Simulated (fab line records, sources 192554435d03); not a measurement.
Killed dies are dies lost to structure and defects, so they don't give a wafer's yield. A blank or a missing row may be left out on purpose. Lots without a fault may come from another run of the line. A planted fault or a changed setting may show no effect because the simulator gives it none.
Split-lot experiment | flow n5_finfet | 7 lots, 21 wafers read, on a route of 1938 steps

THE SPLIT
At N5_SDB_COAT_05 (resist thk 90 nm), the setting spin_rpm was moved away from the recipe's 1500 rpm on 8 of the 21 wafers read, by -8.1% to +8.2%. The other wafers ran this setting at the recipe's value.

The reading is taken at the split's own step.

THE READING
CAR-ArF_of_SDB_COAT_05.thk_nm (the simulator's own value, which no gauge read), in nm, at N5_SDB_COAT_05 (resist thk 90 nm). The file gives no usual value for it. The 13 wafers here that ran the recipe average 90.0 nm, standard deviation 0.45 nm.

wafer  | tool, chamber at the split | spin_rpm as run, rpm | against the recipe | CAR-ArF_of_SDB_COAT_05.thk_nm, nm | against lot-mates on the recipe
L078.2 | litho_track-04, 0          | 1623                 | +8.2%              | 86.6                              | -3.7
L078.5 | litho_track-04, 0          | 1500                 | recipe             | 90.2                              | -
L078.6 | litho_track-04, 0          | 1500                 | recipe             | 90.4                              | -
L080.2 | litho_track-03, 0          | 1614                 | +7.6%              | 86.6                              | -3.0
L080.4 | litho_track-03, 0          | 1614                 | +7.6%              | 86.2                              | -3.4
L080.5 | litho_track-03, 0          | 1500                 | recipe             | 89.6                              | -
L081.1 | litho_track-05, 0          | 1500                 | recipe             | 90.4                              | -
L081.3 | litho_track-05, 0          | 1500                 | recipe             | 90.6                              | -
L081.4 | litho_track-05, 0          | 1500                 | recipe             | 90.6                              | -
L082.1 | litho_track-04, 0          | 1379                 | -8.1%              | 93.8                              | no lot-mate on the recipe
L082.3 | litho_track-04, 0          | 1379                 | -8.1%              | 94                                | no lot-mate on the recipe
L082.4 | litho_track-04, 0          | 1379                 | -8.1%              | 94.2                              | no lot-mate on the recipe
L084.1 | litho_track-04, 0          | 1500                 | recipe             | 90                                | -
L084.2 | litho_track-04, 0          | 1585                 | +5.7%              | 87.4                              | -2.6
L084.5 | litho_track-04, 0          | 1585                 | +5.7%              | 87.2                              | -2.8
L093.3 | litho_track-05, 0          | 1500                 | recipe             | 90                                | -
L093.5 | litho_track-05, 0          | 1500                 | recipe             | 90                                | -
L093.4 | litho_track-05, 0          | 1500                 | recipe             | 90.2                              | -
L094.2 | litho_track-03, 0          | 1500                 | recipe             | 89.4                              | -
L094.4 | litho_track-03, 0          | 1500                 | recipe             | 89.4                              | -
L094.3 | litho_track-03, 0          | 1500                 | recipe             | 89.2                              | -

THE FIT
A straight line over all 21 wafers: CAR-ArF_of_SDB_COAT_05.thk_nm changes by -0.476 nm for each +1% of spin_rpm; r = -0.98; the points scatter about the line by 0.4 nm.
The same after taking each lot's own level away (the mean of its wafers on the recipe; 18 wafers): -0.443 nm for each +1%; r = -1.00; scatter 0.14 nm.
On that fit, the largest move of spin_rpm shifts the reading by 3.6 nm.
The lots' own levels span 89.33 to 90.53 nm, that is 2.7 times the standard deviation above.
So the lot-to-lot level changes the slope little: the two slopes agree.
Check: with one of the wafers moved furthest among these (+8.2%) left out of the fit, the line predicts -3.61 nm for it against its lot-mates. It came out at -3.7 nm against them.

OTHER SPLITS ON THESE WAFERS
These wafers also went through other splits before the reading. Each is held against what the fit with the lots' levels taken away leaves over:
other split on the same wafers       | wafers away from the commonest value | r with CAR-ArF_of_SDB_COAT_05.thk_nm (lot level and that fit taken away)
N5_ZERO_LAYER_EXPOSE_08 dose_mj      | 7                                    | -0.01
N5_WELL_APT_COAT_02 spin_rpm         | 4                                    | +0.06
N5_FIN_SAQP_EXPOSE_13 dose_mj        | 9                                    | -0.52
N5_FIN_SAQP_MANDREL_ETCH_22 icp_w    | 8                                    | +0.33
N5_FIN_SAQP_FIN_ETCH_36 bias_w       | 8                                    | -0.41
N5_SPACER0_ALD_00 ald_cycles         | 8                                    | +0.44
N5_SD_EPI_N_EPI_21 epi_growth_time_s | 8                                    | +0.03
N5_SD_EPI_P_COAT_34 spin_rpm         | 7                                    | +0.01

THE FILE'S OWN FIT
CAR-ArF_of_SDB_COAT_05.thk_nm changes by -0.445 nm for each +1% of spin_rpm, r = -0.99.
